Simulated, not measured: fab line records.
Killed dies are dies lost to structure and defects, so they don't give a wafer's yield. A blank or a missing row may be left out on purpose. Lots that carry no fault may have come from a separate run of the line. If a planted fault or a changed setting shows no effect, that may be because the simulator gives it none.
Which tool was responsible? / flow n5Finfet / 11 lots, 32 wafers sampled, at 5 steps of a route of 1938

== WHAT EACH GAUGE READ, for each wafer ==
N5_MIM_TOP_LITHO_INSPECT_12: inspects for defects (macro).
lot=L204; measured=day 11 17:53; on=defectInspect-01; rawDefectCount=3 0 4
lot=L202; measured=day 12 08:55; on=defectInspect-02; rawDefectCount=0 2 1
lot=L203; measured=day 12 10:40; on=defectInspect-02; rawDefectCount=1 2 2
lot=L205; measured=day 13 05:52; on=defectInspect-02; rawDefectCount=1 4 1
lot=L206; measured=day 13 07:17; on=defectInspect-02; rawDefectCount=2 3
lot=L214; measured=day 14 21:45; on=defectInspect-02; rawDefectCount=4 1 >300
lot=L215; measured=day 15 02:07; on=defectInspect-01; rawDefectCount=3 2 >300
lot=L221; measured=day 16 20:42; on=defectInspect-02; rawDefectCount=3 6 3
lot=L223; measured=day 17 01:41; on=defectInspect-02; rawDefectCount=1 1 1
lot=L222; measured=day 17 02:06; on=defectInspect-01; rawDefectCount=1 2 5
lot=L224; measured=day 17 06:46; on=defectInspect-01; rawDefectCount=3 2 0

== TOOL THAT RAN EACH LOT (tool first, then ch and the chambers of the sampled wafers, then the start) ==
lot=L204; N5_BEOL_M15_STRIP_37=rieDiel-03 ch 0,1, day 11 13:19 or earlier; N5_BEOL_M15_SPUTTER_43=pvdSputter-03, day 11 13:19; N5_PASSIVATION_PECVD_00=pecvd-02 ch 0,1, day 11 15:35; N5_MIM_TOP_ALD_01=aldHk-03 ch 0,2, day 11 16:00
lot=L202; N5_BEOL_M15_STRIP_37=rieDiel-02 ch 0,1, day 12 01:32 or earlier; N5_BEOL_M15_SPUTTER_43=pvdSputter-02, day 12 01:32; N5_PASSIVATION_PECVD_00=pecvd-02 ch 0,1,2, day 12 05:20; N5_MIM_TOP_ALD_01=aldHk-03 ch 0,1,2, day 12 05:00
lot=L203; N5_BEOL_M15_STRIP_37=rieDiel-02 ch 0,2, day 12 02:49 or earlier; N5_BEOL_M15_SPUTTER_43=pvdSputter-03, day 12 02:49; N5_PASSIVATION_PECVD_00=pecvd-03 ch 0,1,2, day 12 06:54; N5_MIM_TOP_ALD_01=aldHk-01 ch 0,2,3, day 12 09:00
lot=L205; N5_BEOL_M15_STRIP_37=rieDiel-03 ch 0,1, day 12 23:37 or earlier; N5_BEOL_M15_SPUTTER_43=pvdSputter-02, day 12 23:37; N5_PASSIVATION_PECVD_00=pecvd-02 ch 0,1, day 13 01:52; N5_MIM_TOP_ALD_01=aldHk-01 ch 2,3, day 13 02:00
lot=L206; N5_BEOL_M15_STRIP_37=rieDiel-01 ch 1,2, day 12 23:59 or earlier; N5_BEOL_M15_SPUTTER_43=pvdSputter-03, day 12 23:59; N5_PASSIVATION_PECVD_00=pecvd-03 ch 1, day 13 02:26; N5_MIM_TOP_ALD_01=aldHk-02 ch 0,1, day 13 05:00
lot=L214; N5_BEOL_M15_STRIP_37=rieDiel-03 ch 0,1,3, day 14 17:29 or earlier; N5_BEOL_M15_SPUTTER_43=pvdSputter-01, day 14 17:29; N5_PASSIVATION_PECVD_00=pecvd-03 ch 0,1, day 14 20:02; N5_MIM_TOP_ALD_01=aldHk-03 ch 0,1,2, day 14 20:00
lot=L215; N5_BEOL_M15_STRIP_37=rieDiel-01 ch 0,1, day 14 21:01 or earlier; N5_BEOL_M15_SPUTTER_43=pvdSputter-03, day 14 21:01; N5_PASSIVATION_PECVD_00=pecvd-03 ch 0,1, day 14 23:17; N5_MIM_TOP_ALD_01=aldHk-03 ch 1,2,3, day 15 00:00
lot=L221; N5_BEOL_M15_STRIP_37=rieDiel-01 ch 0,1,2, day 16 14:08 or earlier; N5_BEOL_M15_SPUTTER_43=pvdSputter-02, day 16 14:08; N5_PASSIVATION_PECVD_00=pecvd-02 ch 1,2, day 16 16:23; N5_MIM_TOP_ALD_01=aldHk-02 ch 0,1,2, day 16 17:00
lot=L223; N5_BEOL_M15_STRIP_37=rieDiel-03 ch 0,1,3, day 16 19:45 or earlier; N5_BEOL_M15_SPUTTER_43=pvdSputter-02, day 16 19:45; N5_PASSIVATION_PECVD_00=pecvd-04 ch 0,2, day 16 22:01; N5_MIM_TOP_ALD_01=aldHk-01 ch 0,2,3, day 17 00:00
lot=L222; N5_BEOL_M15_STRIP_37=rieDiel-02 ch 2,3, day 16 20:50 or earlier; N5_BEOL_M15_SPUTTER_43=pvdSputter-03, day 16 20:50; N5_PASSIVATION_PECVD_00=pecvd-03 ch 0,1,2, day 16 23:06; N5_MIM_TOP_ALD_01=aldHk-02 ch 2,3, day 17 00:00
lot=L224; N5_BEOL_M15_STRIP_37=rieDiel-02 ch 0,2,3, day 17 02:09 or earlier; N5_BEOL_M15_SPUTTER_43=pvdSputter-03, day 17 02:09; N5_PASSIVATION_PECVD_00=pecvd-04 ch 0,2, day 17 04:28; N5_MIM_TOP_ALD_01=aldHk-02 ch 0,1,2, day 17 05:00
- N5_BEOL_M15_STRIP_37: strips in O2.
- N5_BEOL_M15_SPUTTER_43: material TaN, target thk 15 nm, time 24.19 s.
- N5_PASSIVATION_PECVD_00: deposits SiO2 from SiH4/N2O, target thk 200 nm, time 11.2 s.
- N5_MIM_TOP_ALD_01: deposits HfO2, target thk 5.6 nm, pulse time 1 s, purge time 3 s.

== THE ANSWER, worked out from the rows above alone ==
Rule: what is usual is taken from the lots themselves. The widest of any qualifying gaps counts: lots, ordered by their means at a reading, are off when they make up no more than a third of the lots, leave a main group of 4 or more, and stand apart from it by 3 or more times the standard deviation of that group's means. A main group whose means are all the same, to the digits that the tables above print for the reading, isn't used. A lot without any number at a reading at which 4 lots or more have one is off too. The other lots that the step has rows for count as sound.
Across all readings shown, no lot is off: no conclusion can be drawn from this.

== WHAT THE SIMULATOR HAD PUT IN ==
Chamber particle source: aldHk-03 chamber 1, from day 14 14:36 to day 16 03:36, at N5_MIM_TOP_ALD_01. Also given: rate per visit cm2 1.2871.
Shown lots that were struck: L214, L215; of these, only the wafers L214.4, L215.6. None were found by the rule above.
